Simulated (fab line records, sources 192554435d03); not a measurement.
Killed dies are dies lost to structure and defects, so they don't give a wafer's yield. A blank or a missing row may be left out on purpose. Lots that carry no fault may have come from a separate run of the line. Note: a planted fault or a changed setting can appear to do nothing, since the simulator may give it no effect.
Problem report, 8D (eight disciplines) form, completed by code | flow n5 finfet | the parts of the form that need people (team, actions taken, sign-off) are left out

## 1. WHAT IS WRONG
Mean of rf fwd power W at N5_BEOL_M0_SAQP_CUT_ETCH_46: 633.1 W across 3 wafers in 2 lots; on wafers with no fault it is 837.9 W (standard deviation 2.8). Measured from the usual mean, that is -73 standard deviations.
The step: etches SOC in N2/H2, target depth 135 nm, overetch 27 nm, time 202.5 s.
First observed at day 9 06:31: wafer L302.4, on rie diel-02. At this step, 27 wafers from 9 lots have a number in the record. The rule behind "out" and "out of limits": a value lying over 4 standard deviations away from the usual mean. All remaining wafers that have a number are taken as sound.

## 2. WHAT THIS IS AND IS NOT
question                    | is                       | is not
which readings at this step | rf fwd power W, rf vpp V | drypump motor current A, n2 flow sccm, showerhead plenum p Torr, throttle valve pct
which lots                  | L302, L303               | L288, L290, L297, L298, L309, L310, L311
which wafers of those lots  | L302.4, L302.6, L303.6   | L302.3, L303.4, L303.5
read on which tools         | rie diel-02              | rie diel-04, rie diel-05
when                        | from day 9 06:31         | up to then (13 sound wafers); but 11 sound wafers of L303, L309, L310, L311 came after

## 3. SUSPECTS, AND WHAT RULES EACH OUT
Counting: if a tool at a process step up to the reading ran every lot that is out, it stays a suspect. Sound lots after the first of them don't rule it out here, since some wafers of a struck lot are sound.
- rie diel-02 at N5_BEOL_M0_SAQP_DESCUM_45 (chemistry O2, time 7 s): kept. It processed each lot that is out (first: L302, day 9 06:20); up to then, its last sound lot is L298 (day 8 08:20).
- rie diel-02 at N5_BEOL_M0_SAQP_ETCH_88 (etches underlayer in N2/H2, target depth 6.5 nm, time 5.2 s): kept. It processed each lot that is out (first: L302, day 9 06:23); up to then, its last sound lot is L298 (day 8 08:23).
- rie diel-02 at N5_BEOL_M0_SAQP_CUT_ETCH_46 (etches SOC in N2/H2, target depth 135 nm, overetch 27 nm, time 202.5 s): kept. It processed each lot that is out (first: L302, day 9 06:31); up to then, its last sound lot is L298 (day 8 08:26). Its own rf fwd power W, rf vpp V readings are out on those wafers.
- The sound lot-mates ran in chamber 1 of rie diel-02 at N5_BEOL_M0_SAQP_DESCUM_45, but the wafers that are out ran in chamber 0.
- The sound lot-mates ran in chamber 1 of rie diel-02 at N5_BEOL_M0_SAQP_ETCH_88, but the wafers that are out ran in chamber 0.
- The sound lot-mates ran in chamber 1 of rie diel-02 at N5_BEOL_M0_SAQP_CUT_ETCH_46, but the wafers that are out ran in chamber 0.
rie diel-02 at N5_BEOL_M0_SAQP_DESCUM_45, rie diel-02 at N5_BEOL_M0_SAQP_ETCH_88 and rie diel-02 at N5_BEOL_M0_SAQP_CUT_ETCH_46 are what is left after counting.

## 4. THE CAUSE (what the simulator had put in)
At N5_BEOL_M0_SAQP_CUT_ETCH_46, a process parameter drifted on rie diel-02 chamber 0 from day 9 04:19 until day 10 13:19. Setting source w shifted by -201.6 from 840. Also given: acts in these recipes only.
Of the 3 suspects that counting leaves, this tool is one.

## 5. THE EFFECT CHAIN, in route order
Rows list readings where the struck wafers' mean (over those with a number) sits beyond 3 standard deviations from the usual. Only readings whose record carries a usual standard deviation are examined. hours: median over the lots of the time between each lot's start at the first step of this table that gives one and its start at this step. sigmas: the change, counted in usual standard deviations.
hours | step                        | reading        | usual   | on struck wafers | change | sigmas
0     | N5_BEOL_M0_SAQP_CUT_ETCH_46 | rf fwd power W | 837.9 W | 633.1            | -204.8 | -73
0     | N5_BEOL_M0_SAQP_CUT_ETCH_46 | rf vpp V       | 523.8 V | 574.9            | +51.1  | +21
Here are the process steps it includes:
- N5_BEOL_M0_SAQP_CUT_ETCH_46: etches SOC in N2/H2, target depth 135 nm, overetch 27 nm, time 202.5 s.
At these later measuring or inspecting steps, every struck wafer for which the step has a row has a number for every such reading, and none has moved that far: N5_BEOL_M4_RC_MEAS_101.

## 6. WHAT WOULD HAVE CAUGHT IT SOONER
2 hours passed between the start of the fault at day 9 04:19 and the first reading out of limits in this record, taken at day 9 06:31.
